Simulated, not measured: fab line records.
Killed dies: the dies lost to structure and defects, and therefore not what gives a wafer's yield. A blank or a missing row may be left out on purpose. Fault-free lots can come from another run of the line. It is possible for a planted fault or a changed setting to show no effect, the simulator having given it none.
Chamber matching + flow nandHarc + 4 sister chambers for NHARC_P_M1_STRIP_18 on rieDiel-12
The step strips in N2/H2. 20 wafers are shown with their chamber, then 10 later ones without.

## EACH WAFER AND ITS CHAMBER
| wafer  | chamber | drypumpMotorCurrentA (A) | oesProductAu (a.u.) | throttleValvePct (%) |
|--------|---------|--------------------------|---------------------|----------------------|
| L075.4 | 2       | 5.0                      | 1.017               | 14.178               |
| L075.5 | 0       | 5.9                      | 0.992               | 14.182               |
| L075.6 | 3       | 6.2                      | 0.973               | 14.167               |
| L076.1 | 3       | 6.2                      | 0.979               | 14.173               |
| L076.4 | 0       | 5.9                      | 0.997               | 14.155               |
| L076.6 | 1       | 6.5                      | 0.998               | 14.173               |
| L077.3 | 3       | 6.2                      | 0.985               | 14.168               |
| L077.5 | 3       | 6.2                      | 0.990               | 14.157               |
| L077.6 | 2       | 5.0                      | 1.019               | 14.174               |
| L078.3 | 3       | 6.2                      | 0.982               | 14.169               |
| L078.5 | 0       | 6.0                      | 1.005               | 14.167               |
| L078.6 | 3       | 6.2                      | 0.994               | 14.183               |
| L081.1 | 3       | 6.2                      | 0.975               | 14.169               |
| L081.4 | 0       | 5.9                      | 1.015               | 14.171               |
| L081.5 | 0       | 5.9                      | 1.000               | 14.179               |
| L085.1 | 1       | 6.5                      | 1.002               | 14.189               |
| L085.2 | 2       | 5.0                      | 1.009               | 14.169               |
| L085.3 | 3       | 6.3                      | 0.980               | 14.180               |
| L086.1 | 2       | 5.0                      | 1.018               | 14.167               |
| L086.2 | 0       | 6.0                      | 1.003               | 14.158               |

SIGNATURES, as means of the wafers listed above
| reading              | chamber 0 | chamber 1 | chamber 2 | chamber 3 | scatter within a chamber |
|----------------------|-----------|-----------|-----------|-----------|--------------------------|
| drypumpMotorCurrentA | 5.933     | 6.500     | 5.000     | 6.213     | 0.0372                   |
| oesProductAu         | 1.00200   | 1.00000   | 1.01575   | 0.98225   | 0.00679                  |
| throttleValvePct     | 14.16867  | 14.18100  | 14.17200  | 14.17075  | 0.00885                  |
Rule: distance of a wafer from a chamber = root of the sum over the readings of ((wafer's reading minus chamber's mean) / reading's scatter) squared. The wafer belongs to the nearest chamber; if the next one is less than 2 further off, it can't be placed. The scatter: take each reading less its chamber's mean, square it, sum over the shown wafers, divide by the number of wafers less the number of chambers, and take the root.

## WAFERS WITHOUT THEIR CHAMBER
| wafer  | drypumpMotorCurrentA (A) | oesProductAu (a.u.) | throttleValvePct (%) |
|--------|--------------------------|---------------------|----------------------|
| L086.6 | 5.0                      | 1.013               | 14.176               |
| L088.1 | 6.5                      | 0.995               | 14.175               |
| L088.3 | 5.0                      | 1.000               | 14.168               |
| L088.5 | 6.2                      | 0.974               | 14.176               |
| L091.2 | 6.0                      | 1.012               | 14.168               |
| L091.3 | 5.0                      | 0.997               | 14.178               |
| L091.5 | 5.0                      | 0.997               | 14.175               |
| L093.2 | 5.0                      | 1.006               | 14.162               |
| L093.4 | 6.5                      | 1.003               | 14.180               |
| L093.5 | 6.0                      | 1.016               | 14.178               |

## THE CHAMBER EACH PASSED THROUGH
| wafer  | from the rows above | in truth |
|--------|---------------------|----------|
| L086.6 | 2                   | 2        |
| L088.1 | 1                   | 1        |
| L088.3 | 2                   | 2        |
| L088.5 | 3                   | 3        |
| L091.2 | 0                   | 0        |
| L091.3 | 2                   | 2        |
| L091.5 | 2                   | 2        |
| L093.2 | 2                   | 2        |
| L093.4 | 1                   | 1        |
| L093.5 | 0                   | 0        |
Correctly placed: 10 of 10. Not placeable from these rows: 0. Number placed wrongly: 0.
